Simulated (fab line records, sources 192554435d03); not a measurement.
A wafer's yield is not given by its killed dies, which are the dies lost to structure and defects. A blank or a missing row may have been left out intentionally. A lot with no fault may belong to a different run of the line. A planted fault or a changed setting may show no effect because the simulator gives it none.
A single fault, viewed from 2 desks	flow n5Finfet	every desk sees just its own numbers, and what lay behind them comes last

## THE METROLOGY DESK
What the gauges read, lot by lot, whatever tool the lot ran on: means of the sampled wafers that have a number. Any lot whose mean is over 4 standard deviations away from the usual mean is out of limits and marked OUT; that distance is given in the brackets. 7 of its 14 readings are shown: the first one out of limits and those lying furthest out on some lot.
Columns: A = ION_N at N5_BEOL_M4_RC_MEAS_101, usual 680 uA/um; B = ION_P at N5_BEOL_M4_RC_MEAS_101, usual 466 uA/um; C = SS_P at N5_BEOL_M4_RC_MEAS_101, usual 73.5 mV/dec; D = VT_P at N5_BEOL_M4_RC_MEAS_101, usual -249 mV; E = cdNm at N5_BEOL_M11_CD_MEAS_18, usual 69.9 nm; F = trenchDepthNm at N5_BEOL_M11_OCD_MEAS_38, usual 148 nm; G = cdNm at N5_BEOL_M11_CD_MEAS_35, usual 69.9 nm
lot	first seen here	A	B	C	D	E	F	G
L406	day 8 01:04	701	478	74.0	-243	70.5	150	70.4
L413	day 10 14:59	672	468	73.5	-246	69.6	144	69.8
L416	day 10 22:02	682	468	72.3	-250	69.6	148	69.6
L419	day 11 13:43	661	462	73.0	-248	71.5	97 (-12) OUT	71.6
L418	day 11 14:21	671	458	72.9	-254	70.5	73 (-18) OUT	70.1
L425	day 13 03:29	692	466	73.8	-250	70.5	144	70.4
L426	day 13 10:34	676	465	73.3	-252	69.7	150	69.7
L427	day 13 11:31	694	480	74.2	-242	70.5	148	70.7
Finding of this desk: L418, L419 out of limits; the first was L419 at day 13 20:08, on trenchDepthNm at N5_BEOL_M11_OCD_MEAS_38. In limits: L406, L413, L416, L425, L426, L427.

## AT THE TOOL OWNER'S DESK: rieDiel-02
The tool's own readings at N5_BEOL_M11_ETCH_62 (etches SOC in N2/H2, target depth 110 nm, overetch 22 nm, time 165 s): means of the sampled wafers that have a number, for each lot that ran on this tool. Any lot whose mean is over 4 standard deviations away from the usual mean is out of limits and marked OUT; that distance is given in the brackets.
Columns: A = drypumpMotorCurrentA at N5_BEOL_M11_ETCH_62, usual 5.8 A; B = oesProductAu at N5_BEOL_M11_ETCH_62, usual 0.67 a.u.; C = rfVppV at N5_BEOL_M11_ETCH_62, usual 524.1 V; D = showerheadPlenumPTorr at N5_BEOL_M11_ETCH_62, usual 2.55 Torr; E = throttleValvePct at N5_BEOL_M11_ETCH_62, usual 17.9 %
lot	first seen here	A	B	C	D	E
L413	day 12 23:42	5.8	0.59	522.4	2.51	18.3
L416	day 13 06:18	5.8	0.59	523.5	2.51	18.3
L419	day 13 18:34	5.8	0.68	523.2	2.50	18.1
L418	day 13 21:29	5.8	0.71	525.2	2.55	18.1
This desk's verdict: no lot among the 4 shows anything out of limits.

## PUT TOGETHER
An alarm was possible from the metrology desk at day 13 20:08, on L418, L419.
The tool owner's desk saw nothing out of limits.
On record at the tool owner's desk: L418, L419, within its limits.
All the named lots went through N5_BEOL_M11_ETCH_62 on rieDiel-02.

## WHAT THE SIMULATOR PUT IN
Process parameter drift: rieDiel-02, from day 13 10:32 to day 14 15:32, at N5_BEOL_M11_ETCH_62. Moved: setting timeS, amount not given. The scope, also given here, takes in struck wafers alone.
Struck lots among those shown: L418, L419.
Delay in hours, fault start to first out-of-limits reading, per desk: metrology desk 10.
